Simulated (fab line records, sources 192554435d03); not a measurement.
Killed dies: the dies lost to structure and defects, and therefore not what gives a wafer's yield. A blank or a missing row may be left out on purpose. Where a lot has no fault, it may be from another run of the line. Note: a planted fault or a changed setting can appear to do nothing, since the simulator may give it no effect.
Split-lot study + flow n5Finfet + on a route of 1938 steps: 7 lots, 39 wafers read

ON THE SPLIT
At N5_BEOL_M3_VIA_ETCH_34 (etches the open film in C4F6/O2, target depth 69.4 nm, time 65.9 s), the setting timeS was moved away from the recipe's 65.9 s on 15 of the 39 wafers read, by -50.1% to +55.5%. The other wafers ran this setting at the recipe's value.

The reading comes from the split's own step.

THE READING
SOC_of_BEOL_M3_COAT_67.thkNm (the simulator's own value, which no gauge read), in nm, at N5_BEOL_M3_VIA_ETCH_34 (etches the open film in C4F6/O2, target depth 69.4 nm, time 65.9 s). No usual value for it is given in the file. Across the 24 wafers here that went through the recipe, the average is 52.0 nm and the standard deviation 0.31 nm.

| wafer  | tool, chamber at the split | timeS as run, s | against the recipe | SOC_of_BEOL_M3_COAT_67.thkNm, nm | against lot-mates on the recipe |
|--------|----------------------------|-----------------|--------------------|----------------------------------|---------------------------------|
| L078.2 | rieDiel-06, 0              | 65.9            | recipe             | 51.6                             | -                               |
| L078.4 | rieDiel-06, 3              | 65.9            | recipe             | 52                               | -                               |
| L078.6 | rieDiel-06, 1              | 65.9            | recipe             | 52.4                             | -                               |
| L081.1 | rieDiel-05, 1              | 99.46           | +50.9%             | 48.8                             | -3.4                            |
| L081.2 | rieDiel-05, 2              | 65.9            | recipe             | 52.4                             | -                               |
| L081.3 | rieDiel-05, 0              | 65.9            | recipe             | 52                               | -                               |
| L081.4 | rieDiel-05, 3              | 99.46           | +50.9%             | 47.8                             | -4.4                            |
| L081.5 | rieDiel-05, 3              | 65.9            | recipe             | 52.2                             | -                               |
| L081.6 | rieDiel-05, 2              | 99.46           | +50.9%             | 48.2                             | -4.0                            |
| L087.1 | rieDiel-05, 2              | 98.23           | +49.1%             | 48                               | -4.1                            |
| L087.2 | rieDiel-05, 3              | 65.9            | recipe             | 51.8                             | -                               |
| L087.3 | rieDiel-05, 0              | 65.9            | recipe             | 52                               | -                               |
| L087.4 | rieDiel-05, 1              | 98.23           | +49.1%             | 48.8                             | -3.3                            |
| L087.5 | rieDiel-05, 1              | 65.9            | recipe             | 52.6                             | -                               |
| L087.6 | rieDiel-05, 2              | 98.23           | +49.1%             | 48.2                             | -3.9                            |
| L088.1 | rieDiel-02, 2              | 32.9            | -50.1%             | 56                               | +3.9                            |
| L088.2 | rieDiel-02, 0              | 32.9            | -50.1%             | 56                               | +3.9                            |
| L088.3 | rieDiel-02, 3              | 65.9            | recipe             | 52.2                             | -                               |
| L088.4 | rieDiel-02, 1              | 65.9            | recipe             | 52.2                             | -                               |
| L088.5 | rieDiel-02, 0              | 32.9            | -50.1%             | 56                               | +3.9                            |
| L088.6 | rieDiel-02, 3              | 65.9            | recipe             | 52                               | -                               |
| L094.1 | rieDiel-02, 3              | 88.93           | +34.9%             | 49                               | -2.8                            |
| L094.2 | rieDiel-02, 0              | 65.9            | recipe             | 51.6                             | -                               |
| L094.3 | rieDiel-02, 1              | 88.93           | +34.9%             | 49.4                             | -2.4                            |
| L094.4 | rieDiel-02, 3              | 88.93           | +34.9%             | 49                               | -2.8                            |
| L094.5 | rieDiel-02, 0              | 65.9            | recipe             | 51.8                             | -                               |
| L094.6 | rieDiel-02, 1              | 65.9            | recipe             | 52                               | -                               |
| L095.1 | rieDiel-02, 0              | 65.9            | recipe             | 51.8                             | -                               |
| L095.2 | rieDiel-02, 1              | 65.9            | recipe             | 52.4                             | -                               |
| L095.3 | rieDiel-02, 3              | 65.9            | recipe             | 52.2                             | -                               |
| L095.4 | rieDiel-02, 1              | 65.9            | recipe             | 52.2                             | -                               |
| L095.5 | rieDiel-02, 3              | 65.9            | recipe             | 52.2                             | -                               |
| L095.6 | rieDiel-02, 0              | 65.9            | recipe             | 51.8                             | -                               |
| L097.1 | rieDiel-05, 2              | 65.9            | recipe             | 51.4                             | -                               |
| L097.2 | rieDiel-05, 1              | 102.5           | +55.5%             | 48.2                             | -3.3                            |
| L097.3 | rieDiel-05, 3              | 65.9            | recipe             | 51.4                             | -                               |
| L097.4 | rieDiel-05, 0              | 65.9            | recipe             | 51.8                             | -                               |
| L097.5 | rieDiel-05, 2              | 102.5           | +55.5%             | 47                               | -4.5                            |
| L097.6 | rieDiel-05, 1              | 102.5           | +55.5%             | 48.2                             | -3.3                            |

THE FIT
A straight line over all 39 wafers: SOC_of_BEOL_M3_COAT_67.thkNm changes by -0.0768 nm for each +1% of timeS; r = -0.99; the points scatter about the line by 0.35 nm.
The same after taking each lot's own level away (the mean of its wafers on the recipe; 39 wafers): -0.0748 nm for each +1%; r = -0.99; scatter 0.32 nm.
Per that fit: largest timeS move, reading shift of 4.2 nm.
Measured against the standard deviation above, the lots' own levels, which go from 51.53 to 52.20 nm, span 2.1 times it.
The two slopes are in agreement: the lot-to-lot level therefore moves the slope only a little.
Check: for one of the wafers moved furthest among these (+55.5%), held out of the fit, the line's prediction against its lot-mates is -4.21 nm. Against them it came out at -3.33 nm.

THESE WAFERS: OTHER SPLITS
Other splits were also applied to these wafers ahead of the reading. Each is held against what the fit with the lots' levels taken away leaves over:
| other split on the same wafers             | wafers away from the commonest value | r with SOC_of_BEOL_M3_COAT_67.thkNm (lot level and that fit taken away) |
|--------------------------------------------|--------------------------------------|-------------------------------------------------------------------------|
| N5_FIN_SAQP_MANDREL_ETCH_22 targetDepthA   | 12                                   | +0.06                                                                   |
| N5_HKMG_FIN_ALD_36 aldCycles               | 12                                   | -0.21                                                                   |
| N5_MOL_CONTACT_COAG_SPUTTER_130 targetThkA | 18                                   | -0.13                                                                   |
| N5_BEOL_M0_SAQP_SPACER1_ALD_98 aldCycles   | 9                                    | -0.08                                                                   |
| N5_BEOL_M1_TRENCH_ETCH_37 targetDepthA     | 12                                   | -0.13                                                                   |

THE WHOLE CHAIN: every reading that the file lists as answering this split, in the file's order
| step                   | what it does                                                       | reading                                                                       | change (the file's fit)                | r (the file's) |
|------------------------|--------------------------------------------------------------------|-------------------------------------------------------------------------------|----------------------------------------|----------------|
| N5_BEOL_M3_VIA_ETCH_34 | etches the open film in C4F6/O2, target depth 69.4 nm, time 65.9 s | etch.depthNm (the simulator's own value, which no gauge read)                 | +0.651 nm for each +1% of the setting  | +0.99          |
| N5_BEOL_M3_VIA_ETCH_34 | etches the open film in C4F6/O2, target depth 69.4 nm, time 65.9 s | SOC_of_BEOL_M3_COAT_67.thkNm (the simulator's own value, which no gauge read) | -0.0746 nm for each +1% of the setting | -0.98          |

FILE'S OWN FIT
SOC_of_BEOL_M3_COAT_67.thkNm changes by -0.0746 nm for each +1% of timeS, r = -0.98.
